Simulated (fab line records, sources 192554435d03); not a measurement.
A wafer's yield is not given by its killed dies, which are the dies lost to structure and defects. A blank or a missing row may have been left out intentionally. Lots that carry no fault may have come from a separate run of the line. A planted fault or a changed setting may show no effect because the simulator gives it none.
fab line records    flow n5_finfet
[record] lots = 10  wafers = 28  last_day = 17
route steps=1938 shown BEOL_M2@912 BEOL_M4@1111 PASSIVATION@1936
lots that met no fault: taken from a fault-free run of the same line
start_h: hours from the record's opening day to when the first of the lot's shown wafers began    wait_h: time in hours since the lot's previous step    " as in the row above    L1.1+2: a single row standing in for several wafers    - no value, or no start was given    * or withheld: withheld    < > ~ a bound
route shown NAME@n: NAME is a module with steps in the file, n the number in the route of the first one    usual: mean/standard deviation of fault-free wafers    same: alike in all rows    chamber/n: place in a boat    sites: per-site readings    _std_site: their standard deviation    _edge_site: mean of outer sites minus mean of inner sites    radius_mm: for every site, how far away it sits from the centre of the wafer    mask NAME#n: copy n    behind: the most recent tool/chamber to have shaped the wafer    hold: the reason the lot was held/the length of the hold in hours/how it ended    device: the transistor (n, p or np) that didn't switch    end of line: the same wafers' tests at the end of the route    step lacking rows: just its recipe    killed: dies that structure and defects cost at the first sort, which is not the same as the wafer's yield    map: shows each die of a wafer: x if killed, . if not, _ if none is there
set.NAME: the run value of the setting; set.NAME@STEP: its run value at that earlier step    model.NAME: the simulator's own value behind a step, which no gauge read
a sample of lots followed through the steps of the route, with each step as a table and each wafer as a row
services: from which hour (start_h, from the record's first day; less than 0 if before it) a tool's chamber was out of use, for how many hours, and why
[[steps]]
[step N5_BEOL_M2_SPUTTER_88]
[recipe] material = Cu  target_thk_a = 45  temp_c = -20  chamber_pressure_pa = 0.07  power_w = withheld  time_s = 8.29
[usual] chamber_pressure_pa = 0.06998/0.00012  throttle_valve_pct = 30.4/0.87
lot.wafer  tool            chamber  start_h  wait_h  chamber_pressure_pa  throttle_valve_pct
L600.1     pvd_sputter-03  -        153.51   0.1     0.06996              29.5
L600.4     "               -        "        "       0.06996              29.6
L600.6     "               -        "        "       0.0698               29.9
L601.2     pvd_sputter-01  -        153.63   0.1     0.06981              31.3
L601.5     "               -        "        "       0.07015              30.1
L601.6     "               -        "        "       0.06981              31.5
L602.1     pvd_sputter-02  -        155.22   0.1     0.07003              29.8
L602.2     "               -        "        "       0.06998              31.8
L602.4     "               -        "        "       0.06988              29.8
L607.1     pvd_sputter-02  -        199.91   0.1     0.06987              29.6
L607.2     "               -        "        "       0.06985              30.1
L607.3     "               -        "        "       0.07011              30.8
L608.5     pvd_sputter-03  -        200.25   0.0     0.06998              29.6
L608.6     "               -        "        "       0.07003              31.4
L609.4     pvd_sputter-03  -        202.97   0.1     0.06994              29.6
L609.5     "               -        "        "       0.07001              29.7
L617.4     pvd_sputter-01  -        249.03   0.1     0.07004              30.2
L617.5     "               -        "        "       0.06988              31.9
L617.6     "               -        "        "       0.06995              30.4
L619.1     pvd_sputter-02  -        261.41   0.1     0.06991              29.5
L619.4     "               -        "        "       0.07016              30.0
L619.5     "               -        "        "       0.06998              29.7
L620.1     pvd_sputter-03  -        271.78   0.1     0.06999              31.5
L620.2     "               -        "        "       0.07022              29.5
L620.6     "               -        "        "       0.07001              29.7
L621.1     pvd_sputter-03  -        275.34   0.1     0.06978              31.1
L621.3     "               -        "        "       0.07                 29.9
L621.5     "               -        "        "       0.06989              29.6
[step N5_BEOL_M2_ECD_50]
[recipe] material = Cu  target_thk_a = 3000
lot.wafer   tool       chamber  start_h  wait_h
L600.1+4+6  ecd_cu-01  1        154.51   0.1
L601.2+5+6  ecd_cu-02  0,1,0    154.63   0.1
L602.1+2+4  ecd_cu-01  0,1,0    156.21   0.1
L607.1+2+3  ecd_cu-01  0,1,0    200.91   0.1
L608.5+6    ecd_cu-01  1,0      201.24   0.1
L609.4+5    ecd_cu-01  0        203.99   0.1
L617.4+5+6  ecd_cu-02  1,0,1    250.05   0.1
L619.1+4+5  ecd_cu-01  0,0,1    262.40   0.1
L620.1+2+6  ecd_cu-01  1,0,1    272.79   0.1
L621.1+3+5  ecd_cu-01  0,0,1    276.33   0.1
[step N5_BEOL_M2_CMP_52]
[recipe] stop_on = SiOC  t_overpolish_s = 6.8  down_force_psi = 1  platen_rpm = 50  clearing_platen_down_force_psi = 1.5  clearing_platen_rpm = 50  post_cmp_clean = cu_alkaline  target_thk_nm = 40  clearing_platen_pad_velocity_m_s = 0.99484  pad_velocity_m_s = 0.99484
[usual] motor_current_A = 6.1/0.59  time_to_endpoint_s = 62/3.7
lot.wafer  tool    chamber  start_h  wait_h  motor_current_A  time_to_endpoint_s
L600.1     cmp-03  1        154.94   0.3     5.6              59
L600.4     "       3        "        "       6.0              60
L600.6     "       2        "        "       6.6              60
L601.2     cmp-04  2        155.12   0.3     5.4              59
L601.5     "       0        "        "       5.0              61
L601.6     "       1        "        "       6.2              60
L602.1     cmp-03  0        156.59   0.3     5.9              71
L602.4     "       1        "        "       5.5              59
L602.2     "       2        "        "       7.0              61
L607.2     cmp-04  1        201.34   0.2     6.4              66
L607.1     "       2        "        "       5.5              66
L607.3     "       3        "        "       7.0              25
L608.5     cmp-03  2        201.78   0.3     6.7              17
L608.6     "       3        "        "       5.8              57
L609.4     cmp-04  0        204.37   0.1     5.4              66
L609.5     "       0        "        "       5.4              19
L617.4     cmp-04  2        250.52   0.1     5.6              61
L617.5     "       2        "        "       5.7              58
L617.6     "       3        "        "       7.2              62
L619.1     cmp-02  1        262.85   0.3     6.2              57
L619.4     "       2        "        "       5.6              61
L619.5     "       0        "        "       5.9              62
L620.2     cmp-02  2        273.16   0.2     5.9              63
L620.1     "       1        "        "       6.4              59
L620.6     "       3        "        "       6.7              59
L621.3     cmp-03  1        276.79   0.2     5.3              57
L621.1     "       2        "        "       6.3              57
L621.5     "       0        "        "       6.5              68
[step N5_BEOL_M2_PRE_CLEAN_60]
[recipe] gas = NH3/H2  time_s = 15  temp_c = *  rf_power_w = 300
[usual] heater_power_w = 78/12
lot.wafer  tool       chamber  start_h  wait_h  heater_power_w
L600.1     cvd_co-02  2        155.27   0.0     58
L600.4     "          1        "        "       68
L600.6     "          2        "        "       59
L601.2     cvd_co-01  2        155.38   0.0     75
L601.5     "          2        "        "       76
L601.6     "          1        "        "       89
L602.1     cvd_co-01  2        156.92   0.0     74
L602.2     "          0        "        "       91
L602.4     "          0        "        "       91
L607.1     cvd_co-02  0        201.64   0.0     88
L607.2     "          1        "        "       68
L607.3     "          2        "        "       58
L608.5     cvd_co-02  0        201.99   0.1     87
L608.6     "          2        "        "       60
L609.4     cvd_co-01  1        204.93   0.3     88
L609.5     "          2        "        "       76
L617.4     cvd_co-01  2        250.87   0.1     76
L617.5     "          0        "        "       92
L617.6     "          2        "        "       76
L619.1     cvd_co-02  0        263.11   0.0     90
L619.4     "          2        "        "       59
L619.5     "          1        "        "       69
L620.1     cvd_co-02  0        273.49   0.0     91
L620.2     "          2        "        "       60
L620.6     "          0        "        "       88
L621.1     cvd_co-01  2        277.04   0.0     74
L621.3     "          0        "        "       93
L621.5     "          0        "        "       93
[step N5_BEOL_M2_DEP_57]
[recipe] material = SiCN  target_thk_a = 80  temp_c = withheld  precursor = 3MS/NH3  pressure_torr = 3  rf_w = 202  time_s = 14
[usual] showerhead_plenum_p_Torr = 3.667/0.012  throttle_valve_pct = 9.3/0.67
lot.wafer  tool      chamber  start_h  wait_h  showerhead_plenum_p_Torr  throttle_valve_pct
L600.1     pecvd-03  0        155.43   0.0     3.657                     9.3
L600.4     "         0        "        "       3.651                     9.4
L600.6     "         2        "        "       3.663                     8.9
L601.2     pecvd-02  1        155.55   0.0     3.689                     8.6
L601.5     "         1        "        "       3.681                     8.7
L601.6     "         2        "        "       3.662                     8.0
L602.1     pecvd-03  2        157.08   0.0     3.671                     8.8
L602.2     "         0        "        "       3.666                     9.3
L602.4     "         1        "        "       3.671                     9.1
L607.1     pecvd-01  1        201.79   0.0     3.665                     10.3
L607.2     "         2        "        "       3.672                     8.5
L607.3     "         0        "        "       3.650                     9.8
L608.5     pecvd-01  0        202.14   0.0     3.648                     9.7
L608.6     "         2        "        "       3.681                     9.0
L609.4     pecvd-01  1        205.08   0.0     3.674                     10.8
L609.5     "         2        "        "       3.674                     9.0
L617.4     pecvd-01  1        251.08   0.0     3.681                     10.7
L617.5     "         2        "        "       3.680                     9.0
L617.6     "         0        "        "       3.652                     9.6
L619.1     pecvd-03  1        263.28   0.0     3.678                     9.0
L619.4     "         0        "        "       3.647                     9.3
L619.5     "         1        "        "       3.670                     9.2
L620.1     pecvd-01  2        273.66   0.0     3.664                     9.0
L620.2     "         1        "        "       3.670                     10.9
L620.6     "         2        "        "       3.672                     8.9
L621.1     pecvd-03  1        277.20   0.0     3.681                     8.9
L621.3     "         2        "        "       3.662                     9.0
L621.5     "         1        "        "       3.669                     9.0
[step N5_BEOL_M4_RC_MEAS_101]
[usual] DIBL_N = 36.3/1.7  DIBL_P = 36.5/1.8  IOFF_N = 0.16/0.033  IOFF_P = 0.21/0.037  ION_N = 675/11  ION_P = 462/7.9  SS_N = 71.6/0.64  SS_P = 73.3/0.68  VT_N = 249/3.3  VT_P = -250/3.3
lot.wafer  tool       chamber  start_h  wait_h  DIBL_N[mV/V]  DIBL_P[mV/V]  IOFF_N[nA/um]  IOFF_P[nA/um]  ION_N[uA/um]  ION_P[uA/um]  SS_N[mV/dec]  SS_P[mV/dec]  VT_N[mV]  VT_P[mV]
L600.1     prober-01  0        175.39   0.0     37.0          37.9          0.16           0.23           674           464           71.5          73.7          249       -251
L600.4     "          0        "        "       35.9          36.4          0.14           0.22           669           461           71.1          73.5          251       -250
L600.6     "          0        "        "       36.4          36.4          0.14           0.21           675           471           71.3          73.1          251       -250
L601.2     prober-01  0        181.49   0.2     35.7          36.1          0.15           0.18           682           467           71.0          73.3          251       -251
L601.5     "          0        "        "       33.6          33.4          0.11           0.14           681           462           71.0          72.8          255       -257
L601.6     "          0        "        "       36.1          36.5          0.14           0.18           677           463           71.5          73.3          253       -253
L602.1     prober-01  0        182.71   0.0     36.4          35.8          0.15           0.22           672           463           72.0          72.9          249       -248
L602.2     "          0        "        "       38.2          38.6          0.19           0.26           682           470           71.9          74.6          245       -246
L602.4     "          0        "        "       37.6          37.2          0.16           0.24           671           466           72.3          74.0          250       -245
L607.1     prober-02  0        223.77   0.1     34.4          34.8          0.11           0.16           662           448           70.0          72.8          253       -257
L607.2     "          0        "        "       36.1          37.7          0.14           0.21           653           460           70.6          73.9          253       -251
L607.3     "          0        "        "       36.9          38.2          0.15           0.20           662           450           71.1          73.8          251       -253
L608.5     prober-01  0        223.81   0.6     35.6          36.8          0.16           0.23           675           467           71.6          74.1          249       -248
L608.6     "          0        "        "       33.3          33.1          0.12           0.19           690           479           70.1          72.8          254       -249
L609.4     prober-01  0        225.72   0.5     35.6          34.7          0.15           0.17           666           450           71.1          72.7          249       -253
L609.5     "          0        "        "       34.2          33.9          0.13           0.17           657           448           71.1          72.1          251       -253
L617.4     prober-01  0        267.91   0.5     37.3          36.6          0.16           0.23           678           472           71.4          72.5          254       -245
L617.5     "          0        "        "       36.3          35.8          0.15           0.22           662           460           71.4          73.4          253       -248
L617.6     "          0        "        "       37.3          36.4          0.17           0.23           667           464           71.9          73.5          249       -247
L619.1     prober-02  0        291.64   0.0     40.0          40.9          0.28           0.27           717           475           72.9          74.6          241       -250
L619.4     "          0        "        "       38.2          38.7          0.23           0.24           695           461           73.1          74.5          242       -249
L619.5     "          0        "        "       37.6          37.9          0.21           0.22           687           459           71.7          73.4          245       -251
L621.1     prober-01  0        298.10   0.0     33.2          33.6          0.12           0.16           669           452           71.2          72.4          252       -256
L621.3     "          0        "        "       36.3          37.7          0.18           0.21           678           461           71.9          74.4          248       -250
L621.5     "          0        "        "       36.8          38.6          0.19           0.22           677           458           72.1          74.3          246       -253
L620.1     prober-02  0        298.18   0.0     36.2          35.1          0.14           0.17           662           447           71.2          73.8          253       -251
L620.2     "          0        "        "       37.3          36.3          0.16           0.18           677           458           72.1          73.9          249       -254
L620.6     "          0        "        "       37.5          37.0          0.16           0.20           673           458           71.5          74.2          247       -253
[step N5_PASSIVATION_PROBE_49]
[usual] defect_limited_yield = 91.3/1.5  killed_at_M0_to_M3 = 34/9.4  killed_at_M4_up = 13/5.3  killed_at_contacts = 13/5.7  killed_at_front_end = 40/10  killed_at_other = 3.7/2.8  killed_dies = 103/17  killed_open = 67/13  killed_short = 35/8.5  sort_bin_4_leakage = 0.00/0.016  sort_bin_5_function = 5.0/0.98  sort_bin_6_memory = 3.3/0.7  sort_n_pass = 1077/17  sort_yield_pct = 91.3/1.5
[same] gross_dies = 1180  killed_at_back_side = 0  sort_bin_8_speed[%] = 0
lot.wafer  tool       chamber  start_h  wait_h  defect_limited_yield[%]  killed_at_M0_to_M3  killed_at_M4_up  killed_at_contacts  killed_at_front_end  killed_at_other  killed_dies  killed_open  killed_short  sort_bin_4_leakage[%]  sort_bin_5_function[%]  sort_bin_6_memory[%]  sort_n_pass  sort_yield_pct[%]
L600.1     prober-02  -        272.68   0.0     90.1                     41                  11               14                  51                   0                117          69           47            0                      5.7                     3.7                   1063         90.1
L600.4     prober-02  -        272.83   0.2     93.0                     26                  10               13                  33                   1                83           57           24            0                      4.2                     2.5                   1097         93.0
L600.6     prober-02  -        272.93   0.3     93.5                     37                  8                9                   19                   4                77           51           24            0                      3.6                     2.8                   1103         93.5
L601.2     prober-02  -        285.28   0.1     87.9                     46                  13               20                  55                   9                143          97           45            0                      7.0                     4.7                   1037         87.9
L601.5     prober-02  -        285.43   0.2     88.6                     56                  12               17                  47                   2                134          87           46            0                      7.5                     3.3                   1046         88.6
L601.6     prober-02  -        285.48   0.3     89.7                     40                  15               23                  39                   5                122          75           47            0                      6.1                     3.7                   1058         89.7
L602.1     prober-02  -        289.91   0.0     91.3                     40                  9                7                   38                   9                103          67           35            0                      5.1                     3.4                   1077         91.3
L602.2     prober-02  -        289.96   0.1     90.0                     31                  14               15                  51                   7                118          69           47            0                      6.0                     3.1                   1062         90.0
L602.4     prober-02  -        290.06   0.2     92.2                     23                  14               8                   40                   7                92           61           31            0                      3.7                     3.7                   1088         92.2
L608.5     prober-02  -        326.87   0.3     90.5                     53                  10               7                   38                   4                112          86           26            0                      5.8                     3.4                   1068         90.5
L608.6     prober-02  -        326.92   0.4     91.5                     26                  7                23                  37                   7                100          66           33            0                      4.1                     4.0                   1080         91.5
L607.1     prober-01  -        331.29   0.0     92.9                     33                  11               7                   24                   9                84           56           28            0                      3.8                     2.8                   1096         92.9
L607.2     prober-01  -        331.34   0.1     90.8                     37                  20               5                   43                   4                109          68           38            0                      4.7                     4.2                   1071         90.8
L607.3     prober-01  -        331.39   0.1     92.5                     34                  17               7                   24                   6                88           54           34            0                      4.4                     2.6                   1092         92.5
L609.4     prober-02  -        331.79   0.2     91.1                     27                  30               9                   34                   5                105          70           34            0                      6.1                     2.6                   1075         91.1
L609.5     prober-02  -        331.84   0.2     90.3                     30                  14               17                  51                   3                115          68           47            0                      6.0                     3.3                   1065         90.3
L617.4     prober-02  -        369.93   0.2     94.0                     28                  6                12                  21                   4                71           49           22            0                      3.6                     2.2                   1109         94.0
L617.5     prober-02  -        369.98   0.2     90.7                     34                  14               11                  45                   6                110          77           32            0                      5.9                     3.1                   1070         90.7
L617.6     prober-02  -        370.03   0.3     92.9                     29                  2                8                   41                   4                84           47           36            0                      4.3                     2.5                   1096         92.9
L620.1     prober-01  -        392.89   0.0     89.2                     28                  11               19                  65                   5                128          87           34            0                      5.9                     4.1                   1052         89.2
L620.2     prober-01  -        392.94   0.1     91.8                     27                  13               11                  43                   3                97           65           31            0                      4.2                     3.5                   1083         91.8
L620.6     prober-01  -        393.14   0.3     92.5                     18                  3                13                  51                   3                88           57           31            0                      5.0                     2.4                   1092         92.5
L619.1     prober-01  -        397.51   0.0     90.1                     53                  9                14                  40                   1                117          71           46            0.17                   5.7                     3.6                   1061         89.9
L619.4     prober-01  -        397.66   0.2     90.6                     32                  9                28                  40                   2                111          75           35            0                      5.6                     3.3                   1069         90.6
L619.5     prober-01  -        397.71   0.2     90.9                     33                  10               12                  51                   1                107          69           38            0                      5.8                     2.5                   1073         90.9
L621.1     prober-01  -        402.83   0.0     91.6                     20                  10               12                  56                   1                99           65           33            0                      3.4                     4.9                   1081         91.6
L621.3     prober-01  -        402.93   0.1     88.1                     37                  23               16                  60                   4                140          88           51            0                      7.7                     3.7                   1040         88.1
L621.5     prober-01  -        403.03   0.2     91.3                     25                  16               9                   50                   3                103          64           38            0                      4.5                     3.6                   1077         91.3
// killed by level:class
L600.1 STI_FIN_REVEAL:geometric_particle:open=13 MOL_CONTACT_COAG:geometric_particle:open=10 BEOL_M1:geometric_particle:short=9 BEOL_M3:geometric_particle:open=9 BEOL_M0_SAQP:geometric_particle:short=8 FIN_SAQP:geometric_particle:short=7 GATE_CUT:geometric_particle:short=7 FIN_SAQP:geometric_particle:open=6
L600.4 BEOL_M1:geometric_particle:open=10 MOL_CONTACT_COAG:geometric_particle:open=9 GATE_CUT:geometric_particle:open=5 BEOL_M2:geometric_particle:open=5 STARTING-WAFER:geometric_particle:open=5 GATE_CUT:geometric_particle:short=4 MOL_CONTACT_COAG:geometric_particle:short=4 BEOL_M0_SAQP:geometric_particle:open=4
L600.6 BEOL_M0_SAQP:geometric_particle:short=8 BEOL_M1:geometric_particle:open=8 MOL_CONTACT_COAG:geometric_particle:open=7 BEOL_M2:geometric_particle:open=6 BEOL_M3:geometric_particle:open=6 BEOL_M3:geometric_particle:short=4 STI_FIN_REVEAL:geometric_particle:open=3 ILD0:geometric_particle:short=3
L601.2 MOL_CONTACT_COAG:geometric_particle:open=17 FIN_SAQP:geometric_particle:open=16 BEOL_M3:geometric_particle:open=11 FIN_SAQP:geometric_particle:short=10 BEOL_M0_SAQP:geometric_particle:short=10 STI_FIN_REVEAL:geometric_particle:open=9 BEOL_M0_SAQP:geometric_particle:open=9 BEOL_M1:geometric_particle:open=8
L601.5 BEOL_M3:geometric_particle:open=19 FIN_SAQP:geometric_particle:short=13 MOL_CONTACT_COAG:geometric_particle:open=13 FIN_SAQP:geometric_particle:open=12 BEOL_M0_SAQP:geometric_particle:short=9 BEOL_M0_SAQP:geometric_particle:open=7 BEOL_M1:geometric_particle:open=7 BEOL_M3:geometric_particle:short=6
L601.6 MOL_CONTACT_COAG:geometric_particle:open=18 BEOL_M3:geometric_particle:open=12 FIN_SAQP:geometric_particle:open=11 BEOL_M0_SAQP:geometric_particle:short=11 FIN_SAQP:geometric_particle:short=10 BEOL_M0_SAQP:geometric_particle:open=7 BEOL_M1:geometric_particle:open=6 MOL_CONTACT_COAG:geometric_particle:short=5
L602.1 FIN_SAQP:geometric_particle:open=16 BEOL_M0_SAQP:geometric_particle:open=10 BEOL_M2:geometric_particle:open=9 FIN_SAQP:geometric_particle:short=7 BEOL_M2:geometric_particle:short=7 BEOL_M1:geometric_particle:open=6 MOL_CONTACT_COAG:geometric_particle:open=5 BEOL_M0_SAQP:geometric_particle:short=5
L602.2 FIN_SAQP:geometric_particle:open=12 BEOL_M0_SAQP:geometric_particle:open=12 FIN_SAQP:geometric_particle:short=11 BEOL_M0_SAQP:geometric_particle:short=11 MOL_CONTACT_COAG:geometric_particle:open=10 BEOL_M4:geometric_particle:open=9 STI_FIN_REVEAL:geometric_particle:open=7 MOL_CONTACT_COAG:geometric_particle:short=5
L602.4 FIN_SAQP:geometric_particle:open=15 BEOL_M0_SAQP:geometric_particle:open=10 MOL_CONTACT_COAG:geometric_particle:open=8 BEOL_M0_SAQP:geometric_particle:short=6 BEOL_M4:geometric_particle:open=5 FIN_SAQP:geometric_particle:short=4 BEOL_M5:geometric_particle:open=4 STI_FIN_REVEAL:geometric_particle:open=4
L608.5 BEOL_M3:geometric_particle:open=12 DUMMY_GATE:geometric_particle:open=11 BEOL_M2:geometric_particle:open=10 STI_FIN_REVEAL:geometric_particle:open=8 BEOL_M0_SAQP:geometric_particle:open=8 BEOL_M1:geometric_particle:open=8 MOL_CONTACT_COAG:geometric_particle:open=7 GATE_CUT:geometric_particle:short=4
L608.6 MOL_CONTACT_COAG:geometric_particle:open=19 STI_FIN_REVEAL:geometric_particle:open=7 BEOL_M1:geometric_particle:open=7 FIN_SAQP:geometric_particle:short=6 GATE_CUT:geometric_particle:short=6 BEOL_M2:geometric_particle:open=5 BEOL_M3:geometric_particle:open=5 MOL_CONTACT_COAG:geometric_particle:short=4
L607.1 BEOL_M0_SAQP:geometric_particle:short=10 BEOL_M2:geometric_particle:open=9 BEOL_M0_SAQP:geometric_particle:open=8 MOL_CONTACT_COAG:geometric_particle:open=7 FIN_SAQP:geometric_particle:short=6 ILD0:geometric_particle:open=5 BEOL_M4:geometric_particle:open=5 BEOL_M3:geometric_particle:open=4
L607.2 FIN_SAQP:geometric_particle:short=12 STI_FIN_REVEAL:geometric_particle:open=12 BEOL_M4:geometric_particle:open=12 BEOL_M0_SAQP:geometric_particle:short=11 BEOL_M2:geometric_particle:open=10 BEOL_M0_SAQP:geometric_particle:open=7 DUMMY_GATE:geometric_particle:open=6 GATE_CUT:geometric_particle:open=4
L607.3 FIN_SAQP:geometric_particle:short=11 BEOL_M0_SAQP:geometric_particle:open=10 BEOL_M4:geometric_particle:open=8 MOL_CONTACT_COAG:geometric_particle:open=6 BEOL_M0_SAQP:geometric_particle:short=6 BEOL_M2:geometric_particle:open=6 BEOL_M1:geometric_particle:short=4 BEOL_M5:geometric_particle:open=4
L609.4 BEOL_M4:geometric_particle:open=18 BEOL_M2:geometric_particle:open=8 MOL_CONTACT_COAG:geometric_particle:open=7 BEOL_M0_SAQP:geometric_particle:short=7 FIN_SAQP:geometric_particle:short=6 DUMMY_GATE:geometric_particle:open=6 BEOL_M0_SAQP:geometric_particle:open=6 FIN_SAQP:geometric_particle:open=3
L609.5 MOL_CONTACT_COAG:geometric_particle:open=13 FIN_SAQP:geometric_particle:short=12 FIN_SAQP:geometric_particle:open=10 BEOL_M4:geometric_particle:open=7 BEOL_M0_SAQP:geometric_particle:short=6 BEOL_M0_SAQP:geometric_particle:open=6 BEOL_M2:geometric_particle:open=6 STARTING-WAFER:geometric_particle:short=6
L617.4 MOL_CONTACT_COAG:geometric_particle:open=10 BEOL_M3:geometric_particle:open=8 BEOL_M2:geometric_particle:open=5 DUMMY_GATE:geometric_particle:open=4 BEOL_M0_SAQP:geometric_particle:short=4 STI_FIN_REVEAL:geometric_particle:open=3 DUMMY_GATE:geometric_particle:short=3 BEOL_M0_SAQP:geometric_particle:open=3
L617.5 STI_FIN_REVEAL:geometric_particle:open=15 BEOL_M2:geometric_particle:open=9 MOL_CONTACT_COAG:geometric_particle:open=8 FIN_SAQP:geometric_particle:open=7 BEOL_M4:geometric_particle:short=5 BEOL_M0_SAQP:geometric_particle:open=5 BEOL_M1:geometric_particle:open=5 GATE_CUT:geometric_particle:open=4
L617.6 FIN_SAQP:geometric_particle:open=7 MOL_CONTACT_COAG:geometric_particle:open=7 STI_FIN_REVEAL:geometric_particle:open=7 BEOL_M0_SAQP:geometric_particle:short=7 BEOL_M3:geometric_particle:open=6 BEOL_M3:geometric_particle:short=6 STARTING-WAFER:geometric_particle:short=6 FIN_SAQP:geometric_particle:short=4
L620.1 MOL_CONTACT_COAG:geometric_particle:open=16 STI_FIN_REVEAL:geometric_particle:open=15 BEOL_M1:geometric_particle:open=12 FIN_SAQP:geometric_particle:open=9 FIN_SAQP:geometric_particle:short=8 HKMG_FIN:area_etch=6 GATE_CUT:geometric_particle:short=5 BEOL_M3:geometric_particle:open=5
L620.2 FIN_SAQP:geometric_particle:open=13 BEOL_M3:geometric_particle:open=9 MOL_CONTACT_COAG:geometric_particle:open=8 STI_FIN_REVEAL:geometric_particle:open=7 FIN_SAQP:geometric_particle:short=5 BEOL_M0_SAQP:geometric_particle:open=4 BEOL_M1:geometric_particle:open=4 BEOL_M2:geometric_particle:open=4
L620.6 FIN_SAQP:geometric_particle:open=13 MOL_CONTACT_COAG:geometric_particle:open=11 FIN_SAQP:geometric_particle:short=10 GATE_CUT:geometric_particle:short=6 BEOL_M2:geometric_particle:open=6 BEOL_M3:geometric_particle:open=6 DUMMY_GATE:geometric_particle:open=4 STI_FIN_REVEAL:geometric_particle:open=3
L619.1 BEOL_M0_SAQP:geometric_particle:open=23 BEOL_M0_SAQP:geometric_particle:short=16 FIN_SAQP:geometric_particle:open=11 MOL_CONTACT_COAG:geometric_particle:open=11 FIN_SAQP:geometric_particle:short=9 BEOL_M3:geometric_particle:open=7 STI_FIN_REVEAL:geometric_particle:open=5 BEOL_M4:geometric_particle:open=5
L619.4 MOL_CONTACT_COAG:geometric_particle:open=24 FIN_SAQP:geometric_particle:open=20 BEOL_M0_SAQP:geometric_particle:open=10 FIN_SAQP:geometric_particle:short=9 BEOL_M0_SAQP:geometric_particle:short=7 BEOL_M2:geometric_particle:open=6 MOL_CONTACT_COAG:geometric_particle:short=4 BEOL_M0:geometric_particle:short=4
L619.5 FIN_SAQP:geometric_particle:open=13 BEOL_M3:geometric_particle:open=11 FIN_SAQP:geometric_particle:short=10 MOL_CONTACT_COAG:geometric_particle:open=9 BEOL_M0_SAQP:geometric_particle:open=8 BEOL_M0_SAQP:geometric_particle:short=5 STI_FIN_REVEAL:geometric_particle:open=4 DUMMY_GATE:geometric_particle:open=4
L621.1 FIN_SAQP:geometric_particle:short=14 FIN_SAQP:geometric_particle:open=10 MOL_CONTACT_COAG:geometric_particle:open=10 GATE_CUT:geometric_particle:open=8 BEOL_M3:geometric_particle:open=7 STI_FIN_REVEAL:geometric_particle:open=5 BEOL_M2:geometric_particle:open=5 BEOL_M4:geometric_particle:open=5
L621.3 BEOL_M2:geometric_particle:open=20 FIN_SAQP:geometric_particle:short=15 MOL_CONTACT_COAG:geometric_particle:open=13 BEOL_M4:geometric_particle:open=10 STI_FIN_REVEAL:geometric_particle:open=8 GATE_CUT:geometric_particle:short=8 GATE_CUT:geometric_particle:open=8 FIN_SAQP:geometric_particle:open=4
L621.5 FIN_SAQP:geometric_particle:short=11 DUMMY_GATE:geometric_particle:open=9 BEOL_M2:geometric_particle:open=8 BEOL_M4:geometric_particle:open=7 MOL_CONTACT_COAG:geometric_particle:open=7 BEOL_M1:geometric_particle:open=7 GATE_CUT:geometric_particle:short=6 GATE_CUT:geometric_particle:open=5
[[services]]
tool       chamber  start_h  hours  kind
cmp-04     -        131.04   0.9    repair
pecvd-02   -        136.08   14.6   pm
pecvd-03   -        141.25   0.5    repair
cmp-02     -        152.72   2.9    repair
pecvd-02   0        153.68   4.6    repair
ecd_cu-01  -        159.45   0.6    repair
pecvd-03   0        160.72   5.5    scheduled_down
cvd_co-01  -        169.85   0.7    repair
cvd_co-02  -        170.89   1.5    repair
ecd_cu-01  -        177.05   5.2    pm
cmp-03     -        185.30   6.0    repair
pecvd-02   1        192.94   5.5    scheduled_down
cvd_co-02  -        219.85   1.3    repair
pecvd-01   1        224.34   2.1    scheduled_down
pecvd-03   2        237.15   4.5    repair
cmp-04     -        239.30   0.7    repair
cvd_co-01  1        239.62   15.0   repair
ecd_cu-01  -        242.96   2.5    repair
cmp-03     -        260.77   3.3    pm
cmp-04     -        262.37   5.8    repair
pecvd-01   0        271.13   58.4   repair
pecvd-02   0        272.02   2.1    scheduled_down
cmp-03     -        273.35   1.4    repair
[[key]]
[first_sign] step = N5_BEOL_M2_CMP_52  reading = time_to_endpoint_s  direction = down  sigmas = 11  usual = *  struck = *
effect none on later readings
met_at N5_BEOL_M2_ECD_50
struck_lots L607,L608,L609
struck_wafers L607.3,L608.5,L609.5
not_acting_at N5_BEOL_M2_SPUTTER_88,N5_BEOL_M2_PRE_CLEAN_60,N5_BEOL_M2_DEP_57
onset_between 156.21 200.91
[fault] kind = process_parameter_drift  tool = ecd_cu-01  chamber = -  onset_h = 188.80  steps = N5_BEOL_M2_ECD_50  channel = target_thk_a  offset = *  shape = step  end_h = 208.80  scope = struck_wafers_only  acts_in = *  stated = *
